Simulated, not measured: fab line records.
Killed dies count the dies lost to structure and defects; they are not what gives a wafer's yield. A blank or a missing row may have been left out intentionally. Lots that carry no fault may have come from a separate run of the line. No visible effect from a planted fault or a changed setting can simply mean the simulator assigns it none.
Which tool was responsible? | flow n5_finfet | 27 wafers from 9 lots sampled at 5 of the route's 1938 steps

== WHAT THE GAUGES READ, wafer by wafer ==
N5_BEOL_M4_OCD_MEAS_38. Usual: 55.1 nm for trench_depth_nm, sd 0.91.
lot  | measured     | on     | trench_depth_nm (nm) | flag
L467 | day 8 11:33  | ocd-01 | 53.6 56.2 55.5       |
L468 | day 8 14:47  | ocd-01 | 54.6 55.2 55.2       |
L473 | day 9 15:26  | ocd-01 | 56.0 53.0 55.6       |
L474 | day 10 06:59 | ocd-02 | 57.2 55.7 56.6       |
L475 | day 10 11:48 | ocd-01 | 55.2 55.7 54.4       |
L476 | day 10 17:43 | ocd-02 | 55.5 55.0 53.6       |
L484 | day 12 04:29 | ocd-02 | 54.4 55.2 54.6       |
L488 | day 13 10:25 | ocd-01 | 56.2 52.8 56.1       |
L489 | day 13 14:19 | ocd-01 | 54.3 56.8 55.8       |

N5_BEOL_M4_RC_MEAS_101. Usual: DIBL_N 36.3 mV/V, standard deviation 1.4; DIBL_P 35.7 mV/V, standard deviation 1.5; IOFF_N 0.155 nA/um, standard deviation 0.022; IOFF_P 0.204 nA/um, standard deviation 0.027; ION_N 671 uA/um, standard deviation 9; ION_P 459 uA/um, standard deviation 6.2; SS_N 71.5 mV/dec, standard deviation 0.54; SS_P 73.1 mV/dec, standard deviation 0.56; VT_N 250.2 mV, standard deviation 2.6; VT_P -251 mV, standard deviation 3.3.
lot  | measured     | on        | DIBL_N (mV/V)  | DIBL_P (mV/V)  | IOFF_N (nA/um)    | IOFF_P (nA/um)    | ION_N (uA/um) | ION_P (uA/um) | SS_N (mV/dec)  | SS_P (mV/dec)  | VT_N (mV)         | VT_P (mV)      | flag
L467 | day 8 15:50  | prober-02 | 37.2 35.4 34.5 | 36.6 34.2 32.8 | 0.163 0.129 0.117 | 0.231 0.187 0.180 | 675 664 659   | 466 461 458   | 71.6 70.4 70.5 | 73.9 73.0 72.1 | 247.0 253.1 252.6 | -247 -248 -250 |
L468 | day 8 18:48  | prober-01 | 35.3 35.4 34.2 | 35.6 35.4 33.7 | 0.162 0.156 0.144 | 0.216 0.221 0.187 | 677 663 671   | 466 462 457   | 71.7 71.7 70.8 | 73.3 73.4 72.3 | 247.9 249.2 250.9 | -248 -249 -251 |
L473 | day 9 20:37  | prober-01 | 35.3 36.1 36.7 | 35.5 35.9 35.6 | 0.133 0.149 0.151 | 0.177 0.185 0.174 | 677 661 668   | 462 451 447   | 70.9 71.3 71.6 | 72.4 73.4 72.5 | 253.2 251.9 252.9 | -255 -255 -258 |
L474 | day 10 10:51 | prober-02 | 36.4 34.9 34.9 | 36.7 36.1 34.9 | 0.169 0.154 0.147 | 0.245 0.230 0.223 | 676 679 675   | 467 466 468   | 71.6 71.5 71.6 | 73.9 73.3 72.8 | 246.8 247.3 252.1 | -246 -245 -246 |
L475 | day 10 16:14 | prober-01 | 34.8 36.0 36.4 | 33.3 35.0 35.6 | 0.128 0.153 0.152 | 0.189 0.218 0.225 | 669 679 662   | 468 465 464   | 72.3 71.9 71.5 | 73.1 72.9 72.9 | 252.8 248.1 250.0 | -247 -248 -247 |
L476 | day 10 22:15 | prober-01 | 37.1 36.2 36.8 | 37.5 36.3 37.2 | 0.163 0.154 0.159 | 0.199 0.191 0.209 | 676 679 664   | 461 459 455   | 72.0 71.6 71.5 | 73.3 73.1 73.6 | 248.6 250.6 250.3 | -251 -253 -253 |
L484 | day 12 10:29 | prober-01 | 34.1 35.0 35.4 | 33.5 34.6 34.6 | 0.119 0.131 0.138 | 0.174 0.185 0.192 | 666 664 677   | 457 457 462   | 71.0 71.2 71.6 | 72.7 72.9 73.0 | 253.2 252.5 250.7 | -252 -251 -251 |
L488 | day 13 14:47 | prober-01 | 33.6 36.1 33.8 | 33.7 36.6 33.5 | 0.105 0.139 0.106 | 0.161 0.207 0.159 | 653 663 644   | 456 461 452   | 71.3 71.6 70.9 | 72.2 73.2 72.9 | 254.8 251.6 255.0 | -251 -251 -254 |
L489 | day 13 19:38 | prober-01 | 35.3 37.3 35.1 | 34.7 35.9 34.5 | 0.137 0.166 0.135 | 0.179 0.192 0.178 | 669 671 668   | 460 452 457   | 71.7 71.9 71.5 | 72.8 72.1 72.3 | 250.5 249.3 253.9 | -255 -252 -253 |

== TOOL THAT RAN EACH LOT (tool first, then ch and the chambers of the sampled wafers, then the start) ==
lot  | N5_BEOL_M4_HM_DEP_02         | N5_BEOL_M4_ETCHBACK_99             | N5_BEOL_M4_ETCH_70
L467 | pvd_sputter-03, day 8 03:48  | rie_diel-01 ch 1,2,3, day 8 11:08  | rie_diel-01 ch 1,2,3, day 8 11:11
L468 | pvd_sputter-03, day 8 03:59  | rie_diel-03 ch 0,1,3, day 8 14:23  | rie_diel-03 ch 0,1,3, day 8 14:25
L473 | pvd_sputter-01, day 9 10:10  | rie_diel-01 ch 0,1,2, day 9 15:02  | rie_diel-01 ch 0,1,2, day 9 15:04
L474 | pvd_sputter-03, day 10 03:05 | rie_diel-01 ch 0,2, day 10 06:35   | rie_diel-01 ch 0,2, day 10 06:38
L475 | pvd_sputter-03, day 10 03:59 | rie_diel-03 ch 1,2,3, day 10 11:25 | rie_diel-03 ch 1,2,3, day 10 11:26
L476 | pvd_sputter-02, day 10 14:29 | rie_diel-01 ch 0,1, day 10 17:19   | rie_diel-01 ch 0,1, day 10 17:21
L484 | pvd_sputter-01, day 11 21:58 | rie_diel-05 ch 1,2, day 12 04:05   | rie_diel-05 ch 1,2, day 12 04:07
L488 | pvd_sputter-01, day 13 03:06 | rie_diel-01 ch 0,1,2, day 13 10:02 | rie_diel-01 ch 0,1,2, day 13 10:04
L489 | pvd_sputter-01, day 13 10:56 | rie_diel-05 ch 0,1,2, day 13 13:55 | rie_diel-05 ch 0,1,2, day 13 13:57
- N5_BEOL_M4_HM_DEP_02: deposits TiN, target thk 20 nm.
- N5_BEOL_M4_ETCHBACK_99: etches SiO2 in CHF3, target depth 5 nm, time 10.4 s.
- N5_BEOL_M4_ETCH_70: etches SOC in N2/H2, target depth 80 nm, overetch 24 nm, time 130 s.

== WHAT THE TOOLS THEMSELVES READ (means of the sampled wafers that have a number; where no wafer has one, the mark that the record gives instead) ==
N5_BEOL_M4_HM_DEP_02. Usual: 30.4 % for throttle_valve_pct, sd 0.72.
lot  | tool           | throttle_valve_pct (%) | flag
L467 | pvd_sputter-03 | 31.4                   |
L468 | pvd_sputter-03 | 31.2                   |
L473 | pvd_sputter-01 | 30.4                   |
L474 | pvd_sputter-03 | 31.1                   |
L475 | pvd_sputter-03 | 31.1                   |
L476 | pvd_sputter-02 | 29.9                   |
L484 | pvd_sputter-01 | 30.1                   |
L488 | pvd_sputter-01 | 29.9                   |
L489 | pvd_sputter-01 | 29.8                   |

N5_BEOL_M4_ETCHBACK_99. Usual: bias_w 46.98 W, standard deviation 0.14; drypump_motor_current_A 5.8 A, standard deviation 0.49; oes_product_au 0.78 a.u., standard deviation 0.085; rf_vpp_V 239.8 V, standard deviation 2.3; showerhead_plenum_p_Torr 2.17 Torr, standard deviation 0.08; throttle_valve_pct 16.96 %, standard deviation 0.26.
lot  | tool        | bias_w (W) | drypump_motor_current_A (A) | oes_product_au (a.u.) | rf_vpp_V (V) | showerhead_plenum_p_Torr (Torr) | throttle_valve_pct (%) | flag
L467 | rie_diel-01 | 46.96      | 5.5                         | 0.78                  | 240.7        | 2.20                            | 16.85                  |
L468 | rie_diel-03 | 47.01      | 6.1                         | 0.82                  | 237.7        | 2.15                            | 16.87                  |
L473 | rie_diel-01 | 47.00      | 5.7                         | 0.83                  | 241.8        | 2.17                            | 16.76                  |
L474 | rie_diel-01 | 47.06      | 5.4                         | 0.85                  | 243.5        | 2.25                            | 16.71                  |
L475 | rie_diel-03 | 46.95      | 6.2                         | 0.75                  | 240.5        | 2.18                            | 17.06                  |
L476 | rie_diel-01 | 47.06      | 5.7                         | 0.85                  | 241.3        | 2.15                            | 16.66                  |
L484 | rie_diel-05 | 46.90      | 6.2                         | 0.76                  | 236.8        | 2.12                            | 17.12                  |
L488 | rie_diel-01 | 46.92      | 5.7                         | 0.79                  | 240.5        | 2.16                            | 16.82                  |
L489 | rie_diel-05 | 46.96      | 5.9                         | 0.84                  | 238.8        | 2.14                            | 16.96                  |

N5_BEOL_M4_ETCH_70. Usual: bias_w 150.0 W, standard deviation 0.44; drypump_motor_current_A 5.8 A, standard deviation 0.49; oes_product_au 0.58 a.u., standard deviation 0.058; rf_vpp_V 524.5 V, standard deviation 2.7; showerhead_plenum_p_Torr 2.57 Torr, standard deviation 0.097; temp_c 40.00 C, standard deviation 0.098; throttle_valve_pct 17.69 %, standard deviation 0.28.
lot  | tool        | bias_w (W) | drypump_motor_current_A (A) | oes_product_au (a.u.) | rf_vpp_V (V) | showerhead_plenum_p_Torr (Torr) | temp_c (C) | throttle_valve_pct (%) | flag
L467 | rie_diel-01 | 150.0      | 5.5                         | 0.58                  | 525.9        | 2.60                            | 40.05      | 17.61                  |
L468 | rie_diel-03 | 149.8      | 6.1                         | 0.61                  | 523.3        | 2.53                            | 40.04      | 17.49                  |
L473 | rie_diel-01 | 150.0      | 5.7                         | 0.61                  | 524.0        | 2.57                            | 39.96      | 17.47                  |
L474 | rie_diel-01 | 150.1      | 5.4                         | 0.62                  | 526.2        | 2.65                            | 40.63      | 17.45                  | OFF
L475 | rie_diel-03 | 150.1      | 6.2                         | 0.55                  | 525.4        | 2.57                            | 39.94      | 17.74                  |
L476 | rie_diel-01 | 150.3      | 5.7                         | 0.63                  | 524.3        | 2.54                            | 40.60      | 17.36                  | OFF
L484 | rie_diel-05 | 150.2      | 6.3                         | 0.57                  | 522.8        | 2.51                            | 39.95      | 17.90                  |
L488 | rie_diel-01 | 150.0      | 5.7                         | 0.58                  | 524.4        | 2.55                            | 40.08      | 17.54                  |
L489 | rie_diel-05 | 150.2      | 5.9                         | 0.61                  | 523.0        | 2.53                            | 39.98      | 17.74                  |

== THE ANSWER, worked out from the rows above alone ==
Rule: lot off if the mean of its wafers having a number is beyond 3 standard deviations from the usual mean. Also off: a lot with no number at a reading for which 4 or more lots have one. All remaining lots with rows at the step are treated as sound. First the gauges in route order, then the tools' own readings, where a lot's mean is used as printed above. The first step at which some lot is off is used, and at that step the reading that is off furthest; a lot without a number counts as furthest.
Off: L474, L476, at N5_BEOL_M4_ETCH_70 (temp_c).
If a tool, at that step or one of the process steps before it, ran each lot that is off and ran no sound lot following the first of them, it fits. No candidate that was tried fits.

== WHAT HAD BEEN PUT IN BY THE SIMULATOR ==
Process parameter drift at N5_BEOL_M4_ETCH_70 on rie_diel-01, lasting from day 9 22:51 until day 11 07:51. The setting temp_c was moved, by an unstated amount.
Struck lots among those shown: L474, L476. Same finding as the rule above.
